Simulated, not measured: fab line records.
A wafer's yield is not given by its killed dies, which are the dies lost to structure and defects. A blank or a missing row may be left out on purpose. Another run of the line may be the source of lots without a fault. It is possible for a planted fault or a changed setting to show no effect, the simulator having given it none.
fab line records ; flow n5_finfet
[record] lots = 4; wafers = 12; last_day = 16
route steps=1938 shown STI_FIN_REVEAL@202 DUMMY_GATE@212 BEOL_M4@1111 PASSIVATION@1936
lots that met no fault: taken from a fault-free run of the same line
start_h: start of the lot's first displayed wafer, in hours after the record's first day ; wait_h: hours elapsed since this lot's preceding step ; " unchanged from the row above ; L1.1+2: several wafers, shown together as one row ; - no value, or no start was given ; * or withheld: withheld ; < > ~ a bound
route shown NAME@n: a module of which the file shows steps, and the number in the route of the first ; usual: mean/standard deviation taken from wafers without a fault ; same: alike in all rows ; chamber/n: place in a boat ; sites: per-site readings ; _std_site: the values' standard deviation ; _edge_site: mean of outer sites minus mean of inner sites ; radius_mm: how far each site lies from the wafer's centre ; mask NAME#n: copy n ; behind: the last tool/chamber to shape the wafer ; hold: reason for holding the lot/hours on hold/outcome of the hold ; device: which transistor (n, p or np) failed to switch ; end of line: the route-end tests of the same wafers ; where a step has no rows: the recipe by itself ; killed: not the wafer's yield, but the dies lost to structure and defects at the first sort ; map: the dies of a wafer, with x for killed, . for not killed, _ for no die there
set.NAME: setting as actually run; set.NAME@STEP: the setting as run at that earlier step ; model.NAME: the simulator's own value behind a step, which no gauge read
a table for each step, a row for each wafer; lots at some steps of the route
services: a tool's chamber out of use, with start hour (start_h, from the record's first day; less than 0 if before it), hours out, and reason
[[steps]]
[step N5_STI_FIN_REVEAL_STRIP_35]
[recipe] chemistry = H3PO4; material = Si3N4; temp_c = 165; target_depth_a = 40; time_s = 39
[step N5_STI_FIN_REVEAL_SRD_21]
[recipe] dry = ipa_marangoni; time_s = 30; temp_c = 23; rinse_liquid = diw
[step N5_STI_FIN_REVEAL_OXIDATION_33]
[recipe] chemistry = O2_PLASMA_REMOTE; temp_c = 150; time_s = 20; pressure_mtorr = 1000; source_power_w = 2000; o2_flow_sccm = 3000
[step N5_STI_FIN_REVEAL_CLEAN_19]
[recipe] chemistry = O3/DIW; temp_c = 25; time_s = 120; o3_ppm = 10
[step N5_STI_FIN_REVEAL_SRD_23]
[recipe] dry = ipa_marangoni; time_s = 30; temp_c = 23; rinse_liquid = diw
[step N5_STI_FIN_REVEAL_PRECLEAN_18]
[recipe] chemistry = SC2; time_s = 45; temp_c = 35; mix = 1:1:50
[step N5_STI_FIN_REVEAL_SRD_28]
[recipe] dry = ipa_marangoni; time_s = 30; temp_c = 23; rinse_liquid = diw
[step N5_DUMMY_GATE_PRECLEAN_00]
[recipe] chemistry = O3/DIW; time_s = 60; temp_c = 22; o3_ppm = 10
[step N5_DUMMY_GATE_SRD_01]
[recipe] time_s = 30; temp_c = 23; rinse_liquid = diw; dry = ipa_marangoni
[step N5_DUMMY_GATE_ALD_02]
[recipe] material = SiO2; target_thk_a = 20; temp_c = 300; ald_precursor_family = BDEAS; ald_co_reactant = O2-plasma; pulse_time_s = 1; pressure_torr = 2
[usual] heater_power_w = 472/42; precursor_pulse_height_rel = 0.998/0.021
lot.wafer;tool;chamber;start_h;wait_h;heater_power_w;precursor_pulse_height_rel;model.SiO2_of_DUMMY_GATE_ALD_02.thk_nm
L201.1;ald_sin-01;2;80.65;0.0;468;0.993;1.6
L201.5;ald_sin-01;2;80.65;0.0;483;1.020;1.6
L201.6;ald_sin-01;3;80.65;0.0;405;0.980;2
L203.4;ald_sin-01;0;92.06;0.8;459;1.051;2
L203.5;ald_sin-01;3;92.06;0.8;392;1.026;1.6
L203.6;ald_sin-01;0;92.06;0.8;453;1.007;2
L208.2;ald_sin-04;0;121.03;0.0;529;1.024;2
L208.3;ald_sin-04;2;121.03;0.0;487;0.996;2
L208.5;ald_sin-04;2;121.03;0.0;481;0.979;2
L215.1;ald_sin-01;3;164.90;0.2;402;0.979;2
L215.2;ald_sin-01;2;164.90;0.2;478;0.980;2
L215.5;ald_sin-01;0;164.90;0.2;449;1.008;2
[step N5_DUMMY_GATE_CVD_03]
[recipe] material = a-Si; target_thk_a = 1500; temp_c = 530; precursor = SiH4; time_s = 8042
[step N5_DUMMY_GATE_PRECLEAN_46]
[recipe] chemistry = DIW; time_s = 89.5; temp_c = 23
[step N5_DUMMY_GATE_SRD_47]
[recipe] dry_time_s = 32; dry = n2_spin; spin_rpm = 1500
[step N5_DUMMY_GATE_CMP_04]
[recipe] material = a-Si; post_cmp_clean = alkaline_brush
[step N5_DUMMY_GATE_HM_DEP_06]
[recipe] material = SiNx; target_thk_a = 800; precursor = DCS/NH3; temp_c = 700; pressure_mtorr = 300; time_s = 5141
[step N5_DUMMY_GATE_PECVD_30]
[recipe] material = SiO2; target_thk_a = 550; temp_c = 400; precursor = TEOS/O2; pressure_torr = 6.5; rf_w = withheld; teos_flow_sccm = withheld; gas = O2; flow_sccm = 2650; time_s = 10.8
[step N5_DUMMY_GATE_COAT_34]
[recipe] resist = SOC; temp_c = 250; time_s = 60; spin_rpm = 1500; resist_thk_nm = 60
[step N5_DUMMY_GATE_COAT_35]
[recipe] resist = SiARC; temp_c = 220; time_s = 60; spin_rpm = 1500; resist_thk_nm = 10
[step N5_DUMMY_GATE_COAT_28]
[recipe] resist = underlayer; temp_c = 205; time_s = 60; spin_rpm = 1500; resist_thk_nm = 10
[step N5_DUMMY_GATE_COAT_09]
[recipe] resist = CAR-EUV; spin_rpm = 1500; resist_thk_nm = 30
[step N5_DUMMY_GATE_EBR_11]
[recipe] solvent = PGMEA; ebr_width_mm = 1.5
[step N5_DUMMY_GATE_SOFTBAKE_10]
[recipe] temp_c = 110; time_s = 60; resist = CAR-EUV
[step N5_DUMMY_GATE_EXPOSE_12]
[recipe] mask_id = GATE; na = 0.33; source_shape = annular; sigma_inner = 0.2; sigma_outer = 0.6; polarization = unpolarized; target_cd_nm = 25; dose_mj = 34
[step N5_DUMMY_GATE_PEB_13]
[recipe] peb_temp_c = 100; peb_time_s = 60; resist = CAR-EUV
[step N5_DUMMY_GATE_DEVELOP_14]
[recipe] develop_time_s = 30; developer = TMAH; resist = CAR-EUV; rinse_liquid = surfactant_rinse; dry = air_spin; dev_temp_c = 23
[step N5_DUMMY_GATE_DESCUM_20]
[recipe] chemistry = O2; time_s = 6.2; source_power_w = 50; bias_power_w = 20; pressure_mtorr = 20; rf_frequency_hz = 2.712e+07; temp_c = 40; resist = CAR-EUV; o2_flow_sccm = 225
[step N5_DUMMY_GATE_ETCH_29]
[recipe] chemistry = N2/H2; target = underlayer; target_depth_a = 130; ion_energy_ev = 200; pressure_mtorr = 30; source_w = 840; bias_w = 150; n2_flow_sccm = 200; h2_flow_sccm = 200
[step N5_DUMMY_GATE_ETCH_36]
[recipe] chemistry = CF4; target = SiARC; target_depth_a = 130; pressure_mtorr = 40; source_w = 545; bias_w = 36; Ar_flow_sccm = 100; cf4_flow_sccm = 100; ion_energy_ev = 80
[step N5_DUMMY_GATE_ETCH_37]
[recipe] chemistry = N2/H2; target = SOC; target_depth_a = 600; overetch_a = 300; temp_c = 40; ion_energy_ev = 200; pressure_mtorr = 30; source_w = 840; bias_w = 150; n2_flow_sccm = 200; h2_flow_sccm = 200
[step N5_DUMMY_GATE_STRIP_38]
[recipe] chemistry = N2/H2; temp_c = 40; n2_flow_sccm = 200; h2_flow_sccm = 200; rf_frequency_hz = 6e+07
[step N5_DUMMY_GATE_STRIP_39]
[recipe] chemistry = N2/H2; temp_c = 40; n2_flow_sccm = 200; h2_flow_sccm = 200; rf_frequency_hz = 6e+07
[step N5_DUMMY_GATE_TRIM_49]
[recipe] chemistry = O2; resist = SOC; time_s = 29; target_cd_nm = 14; source_power_w = 300; bias_power_w = 0; O2_flow_sccm = 100; temp_c = 20
[step N5_DUMMY_GATE_STRIP_40]
[recipe] chemistry = CF4; resist = SiARC; power_w = 300; bias_power_w = 75; pressure_mtorr = 50; cf4_flow_sccm = 150; rf_frequency_hz = 6e+07
[step N5_DUMMY_GATE_ETCH_31]
[recipe] chemistry = C4F6/O2; target = SiO2; mask_material = SOC; target_depth_a = 825; time_s = 27.5; ion_energy_ev = 250; pressure_mtorr = 30; source_w = 345; bias_w = 185; Ar_flow_sccm = 300; C4F6_flow_sccm = 10; O2_flow_sccm = 10
[step N5_DUMMY_GATE_ETCH_44]
[recipe] chemistry = HBr/O2; over_etch_frac = 0.7; target_depth_a = 1275; stop_on = SiO2; ion_energy_ev = 60; bias_w = 20; target = poly-Si; mask_material = SiO2; pressure_mtorr = 20; icp_w = 400; HBr_flow_sccm = 120; O2_flow_sccm = 10
[usual] drypump_motor_current_A = 5.6/0.41; oes_product_au = 0.721/0.011; throttle_valve_pct = 18.45/0.25
lot.wafer;tool;chamber;start_h;wait_h;drypump_motor_current_A;oes_product_au;rf_hours_counter_h;throttle_valve_pct;model.SiO2_of_DUMMY_GATE_ALD_02.thk_nm
L201.1;rie_si-02;2;90.29;0.0;6.4;0.712;5;18.38;1.6
L201.5;rie_si-02;1;90.29;0.0;5.3;0.718;-;18.81;1.6
L201.6;rie_si-02;2;90.29;0.0;6.4;0.717;-;18.40;2
L203.4;rie_si-02;3;101.36;0.0;5.5;0.715;181;18.64;2
L203.5;rie_si-02;2;101.36;0.0;6.4;0.723;-;18.38;1.6
L203.6;rie_si-02;3;101.36;0.0;5.5;0.723;-;18.65;2
L208.2;rie_si-02;3;131.25;0.0;5.5;0.712;181;18.63;2
L208.3;rie_si-02;1;131.25;0.0;5.3;0.715;9;18.82;2
L208.5;rie_si-02;0;131.25;0.0;5.2;0.723;-;18.40;2
L215.1;rie_si-03;3;174.23;0.0;5.2;0.726;183;18.35;2
L215.2;rie_si-03;1;174.23;0.0;5.4;0.714;1;17.97;2
L215.5;rie_si-03;2;174.23;0.0;5.7;0.734;-;18.73;2
[step N5_BEOL_M4_RC_MEAS_101]
[usual] DIBL_N = 35.7/1.3; DIBL_P = 35.4/1.8; IOFF_N = 0.152/0.027; IOFF_P = 0.20/0.034; ION_N = 672/9.8; ION_P = 461/7.5; SS_N = 71.4/0.55; SS_P = 73.1/0.61; VT_N = 251/3.3; VT_P = -251/3.6
lot.wafer;tool;chamber;start_h;wait_h;DIBL_N[mV/V];DIBL_P[mV/V];IOFF_N[nA/um];IOFF_P[nA/um];ION_N[uA/um];ION_P[uA/um];SS_N[mV/dec];SS_P[mV/dec];VT_N[mV];VT_P[mV]
L201.1;prober-02;0;209.67;0.0;34.2;34.1;0.131;0.17;672;455;71.4;72.0;252;-253
L201.5;prober-02;0;209.67;0.0;36.0;36.0;0.155;0.21;683;469;71.6;73.5;249;-250
L201.6;prober-02;0;209.67;0.0;35.6;35.7;0.154;0.20;672;462;71.8;73.9;248;-250
L203.4;prober-02;0;219.71;0.8;34.9;33.3;0.118;0.18;669;458;70.9;72.5;255;-251
L203.5;prober-02;0;219.71;0.8;36.4;35.8;0.147;0.20;677;464;71.2;73.4;253;-249
L203.6;prober-02;0;219.71;0.8;36.7;35.9;0.145;0.21;673;462;71.8;72.8;249;-249
L208.2;prober-01;0;260.74;0.2;36.5;36.6;0.170;0.22;673;462;72.3;72.7;250;-250
L208.3;prober-01;0;260.74;0.2;34.8;33.9;0.130;0.18;656;457;72.4;72.2;252;-253
L208.5;prober-01;0;260.74;0.2;38.1;38.5;0.192;0.25;676;458;72.1;74.1;249;-248
L215.1;prober-02;0;285.90;0.0;34.2;33.3;0.111;0.15;661;458;70.7;72.3;254;-257
L215.2;prober-02;0;285.90;0.0;37.3;37.7;0.176;0.22;694;473;71.7;73.1;249;-250
L215.5;prober-02;0;285.90;0.0;34.7;34.4;0.131;0.17;674;463;70.3;72.6;251;-252
[step N5_PASSIVATION_PROBE_49]
[usual] defect_limited_yield = 91.5/1.3; killed_at_M0_to_M3 = 33/11; killed_at_M4_up = 14/5.3; killed_at_contacts = 11/6.3; killed_at_front_end = 38/10; killed_at_other = 3.7/2.8; killed_dies = 101/16; killed_on_rim = 13/3.4; killed_open = 67/12; killed_short = 32/7.4; sort_bin_5_function = 5.0/0.86; sort_bin_6_memory = 3.2/0.69; sort_n_pass = 1079/16; sort_yield_pct = 91.5/1.3
[same] gross_dies = 1180; killed_at_back_side = 0; sort_bin_4_leakage[%] = 0; sort_bin_8_speed[%] = 0
lot.wafer;tool;chamber;start_h;wait_h;defect_limited_yield[%];killed_at_M0_to_M3;killed_at_M4_up;killed_at_contacts;killed_at_front_end;killed_at_other;killed_dies;killed_on_rim;killed_open;killed_short;sort_bin_5_function[%];sort_bin_6_memory[%];sort_n_pass;sort_yield_pct[%]
L208.2;prober-01;-;365.00;0.1;92.1;31;15;10;32;5;93;15;67;24;5.1;2.7;1087;92.1
L208.3;prober-01;-;365.05;0.1;91.8;37;8;15;33;4;97;11;70;25;4.5;3.5;1083;91.8
L208.5;prober-01;-;365.15;0.2;90.6;39;23;5;38;6;111;14;69;42;5.8;3.5;1069;90.6
// killed by level:class
L208.2 MOL_CONTACT_COAG:geometric_particle:open=9 BEOL_M0_SAQP:geometric_particle:open=8 BEOL_M4:geometric_particle:open=8 FIN_SAQP:geometric_particle:open=6 GATE_CUT:geometric_particle:short=6 BEOL_M0_SAQP:geometric_particle:short=6 DUMMY_GATE:geometric_particle:open=5 BEOL_M1:geometric_particle:open=5
L208.3 MOL_CONTACT_COAG:geometric_particle:open=12 BEOL_M1:geometric_particle:open=11 BEOL_M2:geometric_particle:open=10 FIN_SAQP:geometric_particle:open=7 FIN_SAQP:geometric_particle:short=4 DUMMY_GATE:geometric_particle:open=4 BEOL_M0_SAQP:geometric_particle:open=4 BEOL_M3:geometric_particle:open=4
L208.5 BEOL_M0_SAQP:geometric_particle:open=10 BEOL_M0_SAQP:geometric_particle:short=9 GATE_CUT:geometric_particle:short=9 BEOL_M4:geometric_particle:open=9 BEOL_M1:geometric_particle:open=7 FIN_SAQP:geometric_particle:short=6 DUMMY_GATE:geometric_particle:open=5 BEOL_M3:geometric_particle:open=5
[[services]]
tool;chamber;start_h;hours;kind
rie_si-02;-;61.49;0.4;repair
rie_si-02;-;67.08;0.9;repair
rie_si-03;1;119.21;-;clean
rie_si-03;1;119.21;9.8;scheduled_down
rie_si-03;1;119.21;9.8;vent_cycle
rie_si-03;-;156.26;0.4;repair
[[key]]
first_sign none at tools or gauges
[model_effect] step = N5_DUMMY_GATE_ALD_02; value = SiO2_of_DUMMY_GATE_ALD_02.thk_nm; without = 2; struck = 1.6
[model_effect] step = N5_DUMMY_GATE_ETCH_44; value = SiO2_of_DUMMY_GATE_ALD_02.thk_nm; without = 2; struck = 1.6
met_at N5_DUMMY_GATE_ALD_02
struck_wafers L201.1,L201.5,L203.5
[fault] kind = process_parameter_drift; tool = ald_sin-01; chamber = -; onset_h = 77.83; steps = N5_DUMMY_GATE_ALD_02; channel = target_thk_a; offset = *; shape = step; end_h = 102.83; scope = struck_wafers_only; acts_in = *; stated = *
